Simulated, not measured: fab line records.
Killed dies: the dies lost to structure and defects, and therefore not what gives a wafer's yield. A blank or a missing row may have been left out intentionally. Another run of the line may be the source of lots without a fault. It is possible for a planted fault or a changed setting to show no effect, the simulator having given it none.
Which tool did it? -- flow nand_harc -- Sampling: 24 lots, 72 wafers, 4 of 1302 route steps

## WHAT THE GAUGES READ, wafer by wafer
NHARC_A_CONTACT_CD_MEAS_42 targets a cd of 300 nm.
lot,measured,on,cd_nm (nm)
L074,day 21 16:28,cd_sem-01,300.4 299.9 300.0
L075,day 22 05:21,cd_sem-02,300.0 299.6 299.7
L077,day 22 09:47,cd_sem-02,300.0 299.9 300.2
L079,day 22 09:58,cd_sem-01,300.2 300.4 300.3
L078,day 22 17:12,cd_sem-03,299.8 299.9 300.1
L076,day 22 17:56,cd_sem-02,299.6 299.8 299.6
L080,day 23 10:09,cd_sem-03,299.8 300.4 299.9
L082,day 24 00:05,cd_sem-02,300.4 300.3 299.7
L081,day 24 14:37,cd_sem-03,300.3 300.2 300.0
L083,day 25 03:45,cd_sem-01,300.3 300.4 300.0
L084,day 25 09:09,cd_sem-01,300.5 300.6 300.2
L086,day 25 18:01,cd_sem-02,300.0 300.0 300.6
L085,day 25 18:46,cd_sem-01,299.2 299.6 299.6
L087,day 26 13:18,cd_sem-03,300.5 300.0 300.0
L088,day 27 10:31,cd_sem-03,300.3 299.9 300.1
L089,day 27 10:56,cd_sem-02,300.6 300.5 300.4
L090,day 28 05:14,cd_sem-01,299.1 299.4 299.7
L091,day 28 13:37,cd_sem-02,300.4 300.7 300.1
L092,day 28 17:11,cd_sem-03,301.0 300.8 301.2
L093,day 29 06:26,cd_sem-01,300.6 300.3 299.7
L094,day 29 04:53,cd_sem-03,299.5 299.7 299.5
L096,day 30 10:44,cd_sem-02,300.3 300.3 300.3
L095,day 31 06:32,cd_sem-03,300.1 300.1 300.0
L097,day 31 14:59,cd_sem-01,299.8 299.7 299.7

NHARC_A_CONTACT_INSPECT_44.
lot,measured,on,raw_defect_count
L074,day 21 16:35,defect_inspect-02,85 63 64
L075,day 22 05:29,defect_inspect-02,114 126 114
L077,day 22 09:55,defect_inspect-01,14 15 15
L079,day 22 10:05,defect_inspect-01,137 122 141
L078,day 22 17:19,defect_inspect-02,19 30 18
L076,day 22 18:04,defect_inspect-02,154 141 155
L080,day 23 10:16,defect_inspect-02,114 125 101
L082,day 24 00:13,defect_inspect-01,117 110 121
L081,day 24 14:44,defect_inspect-01,83 77 86
L083,day 25 03:52,defect_inspect-01,79 77 62
L084,day 25 09:16,defect_inspect-02,77 102 85
L086,day 25 18:08,defect_inspect-02,22 18 19
L085,day 25 18:53,defect_inspect-02,92 96 85
L087,day 26 13:26,defect_inspect-02,56 68 78
L088,day 27 10:40,defect_inspect-01,134 136 137
L089,day 27 11:04,defect_inspect-02,65 66 73
L090,day 28 05:22,defect_inspect-02,144 142 137
L091,day 28 13:44,defect_inspect-02,80 82 81
L092,day 28 17:18,defect_inspect-02,52 59 52
L093,day 29 06:33,defect_inspect-01,62 61 69
L094,day 29 05:00,defect_inspect-02,78 75 64
L096,day 30 10:52,defect_inspect-01,56 79 71
L095,day 31 06:40,defect_inspect-01,81 81 79
L097,day 31 15:06,defect_inspect-01,85 84 95

## EACH LOT AND THE TOOL THAT RAN IT (in order: tool; ch and the chambers of the sampled wafers; start)
lot,NHARC_A_SLIT_ETCH_26,NHARC_A_WL_FILL_ETCHBACK_16
L074,"har_etch-02 ch 0,1, day 20 08:00","rie_diel-11 ch 0,1,3, day 21 16:28 or earlier"
L075,"har_etch-02 ch 0,1, day 20 15:59","rie_diel-06 ch 1,3, day 22 05:21 or earlier"
L077,"har_etch-02 ch 0,1, day 21 02:37","rie_diel-11 ch 0,3, day 22 09:47 or earlier"
L079,"har_etch-01 ch 0,1, day 21 04:03","rie_diel-06 ch 0,1,3, day 22 09:58 or earlier"
L078,"har_etch-02 ch 0,1, day 21 06:21","rie_diel-06 ch 1,2,3, day 22 17:12 or earlier"
L076,"har_etch-01 ch 0,1, day 21 07:53","rie_diel-11 ch 0,1,3, day 22 17:56 or earlier"
L080,"har_etch-01 ch 0,1, day 22 00:39","rie_diel-11 ch 0,1, day 23 10:09 or earlier"
L082,"har_etch-02 ch 0,1, day 22 16:15","rie_diel-11 ch 1,2,3, day 24 00:05 or earlier"
L081,"har_etch-01 ch 0,1, day 23 05:32","rie_diel-03 ch 2,3, day 24 14:37 or earlier"
L083,"har_etch-02 ch 0,1, day 23 17:13","rie_diel-06 ch 0,1,3, day 25 03:45 or earlier"
L084,"har_etch-01 ch 0, day 24 01:34","rie_diel-03 ch 1,2,3, day 25 09:09 or earlier"
L086,"har_etch-02 ch 0,1, day 24 09:08","rie_diel-03 ch 0,2, day 25 18:01 or earlier"
L085,"har_etch-01 ch 0,1, day 24 09:16","rie_diel-11 ch 1,2, day 25 18:46 or earlier"
L087,"har_etch-01 ch 1, day 25 05:44","rie_diel-11 ch 0,3, day 26 13:18 or earlier"
L088,"har_etch-01 ch 0,1, day 25 22:42","rie_diel-06 ch 0,2,3, day 27 10:31 or earlier"
L089,"har_etch-01 ch 0,1, day 26 02:37","rie_diel-03 ch 0,1,3, day 27 10:56 or earlier"
L090,"har_etch-01 ch 0,1, day 26 19:27","rie_diel-11 ch 0,3, day 28 05:14 or earlier"
L091,"har_etch-01 ch 0,1, day 27 04:59","rie_diel-11 ch 0,2, day 28 13:37 or earlier"
L092,"har_etch-02 ch 0,1, day 27 05:38","rie_diel-11 ch 0,2,3, day 28 17:11 or earlier"
L093,"har_etch-02 ch 0,1, day 27 20:04","rie_diel-11 ch 0,2,3, day 29 06:26 or earlier"
L094,"har_etch-01 ch 0,1, day 27 21:20","rie_diel-03 ch 0,1, day 29 04:53 or earlier"
L096,"har_etch-02 ch 0,1, day 28 22:31","rie_diel-11 ch 0,1,3, day 30 10:44 or earlier"
L095,"har_etch-01 ch 0, day 29 20:53","rie_diel-06 ch 1,2, day 31 06:32 or earlier"
L097,"har_etch-01 ch 0,1, day 30 06:34","rie_diel-03 ch 1,2,3, day 31 14:59 or earlier"
- NHARC_A_SLIT_ETCH_26: etches the open film in C4F8/O2/Ar, time 90 s, target depth 400 nm.
- NHARC_A_WL_FILL_ETCHBACK_16: etches the open film in C4F8/O2/Ar, target depth 120 nm, time 24 s.

## AS READ BY THE TOOLS THEMSELVES (means over the sampled wafers that have a number; for cases with no such wafer, the mark the record gives instead)
NHARC_A_SLIT_ETCH_26.
lot,tool,drypump_motor_current_A (A),he_backside_leak_sccm (sccm),mfc_ar_sccm (sccm),rf_fwd_power_W (W),showerhead_plenum_p_Torr (Torr),throttle_valve_pct (%)
L074,har_etch-02,5.77,5.7,375.2,1982,3.84,27.627
L075,har_etch-02,5.77,5.8,375.7,1979,3.83,27.620
L077,har_etch-02,5.77,5.8,373.8,1994,3.83,27.623
L079,har_etch-01,6.03,7.2,374.9,1983,3.54,27.613
L078,har_etch-02,5.78,5.7,374.9,1990,3.83,27.622
L076,har_etch-01,6.02,6.9,374.7,1980,3.61,27.623
L080,har_etch-01,6.02,6.8,374.5,1984,3.61,27.614
L082,har_etch-02,5.72,6.0,374.8,1990,3.72,27.608
L081,har_etch-01,6.02,6.8,374.9,1983,3.60,27.613
L083,har_etch-02,5.79,5.9,375.6,1985,3.81,27.617
L084,har_etch-01,5.99,6.8,374.9,1984,3.65,27.625
L086,har_etch-02,5.78,5.9,374.5,1976,3.80,27.625
L085,har_etch-01,6.05,7.1,375.3,1983,3.52,27.618
L087,har_etch-01,6.05,7.7,374.6,1981,3.46,27.620
L088,har_etch-01,6.04,7.6,374.7,1991,3.51,27.610
L089,har_etch-01,6.01,7.3,374.3,1981,3.58,27.620
L090,har_etch-01,6.04,7.3,374.7,1987,3.51,27.621
L091,har_etch-01,6.04,7.6,373.6,1982,3.50,27.615
L092,har_etch-02,5.71,6.2,374.3,1982,3.69,27.623
L093,har_etch-02,5.72,6.3,375.8,1980,3.68,27.618
L094,har_etch-01,6.03,7.6,373.3,1982,3.49,27.620
L096,har_etch-02,5.70,6.4,374.7,1987,3.67,27.624
L095,har_etch-01,6.02,7.0,374.6,1986,3.61,27.614
L097,har_etch-01,6.04,5.6,374.2,1985,3.48,27.623

NHARC_A_WL_FILL_ETCHBACK_16.
lot,tool,oes_product_au (a.u.),rf_fwd_power_W (W),rf_vpp_V (V)
L074,rie_diel-11,0.990,591.3,722
L075,rie_diel-06,0.997,589.2,721
L077,rie_diel-11,0.984,590.8,718
L079,rie_diel-06,0.996,590.2,725
L078,rie_diel-06,0.994,590.4,720
L076,rie_diel-11,0.995,591.1,722
L080,rie_diel-11,0.991,594.4,725
L082,rie_diel-11,0.932,590.1,722
L081,rie_diel-03,0.960,591.0,724
L083,rie_diel-06,0.920,590.1,723
L084,rie_diel-03,0.973,587.4,723
L086,rie_diel-03,0.991,592.3,720
L085,rie_diel-11,1.006,592.0,721
L087,rie_diel-11,0.997,591.4,720
L088,rie_diel-06,1.005,591.3,724
L089,rie_diel-03,0.911,587.6,724
L090,rie_diel-11,1.003,591.3,720
L091,rie_diel-11,0.988,587.2,718
L092,rie_diel-11,1.000,590.2,718
L093,rie_diel-11,1.005,589.4,718
L094,rie_diel-03,0.991,588.3,725
L096,rie_diel-11,0.932,592.9,722
L095,rie_diel-06,0.993,590.3,721
L097,rie_diel-03,0.990,590.2,722

## THE ANSWER, worked out from the rows above alone
Rule: the usual values come from the lots themselves. The widest of any qualifying gaps counts: lots, ordered by their means at a reading, are off when they make up no more than a third of the lots, leave a main group of 4 or more, and stand apart from it by 3 or more times the standard deviation of that group's means. Not used: any main group whose means are identical at the precision the tables above print for the reading. A lot without any number at a reading at which 4 lots or more have one is off too. The other lots that the step has rows for count as sound. After the gauges, taken in route order, come the tools' own readings; for these a lot's mean is taken, as printed above. At the first step where some lot is off, the reading lying furthest off is the one used; lots without a number count as furthest.
Nothing can be told from this: no lot is off at any reading shown.

## WHAT THE SIMULATOR PUT IN
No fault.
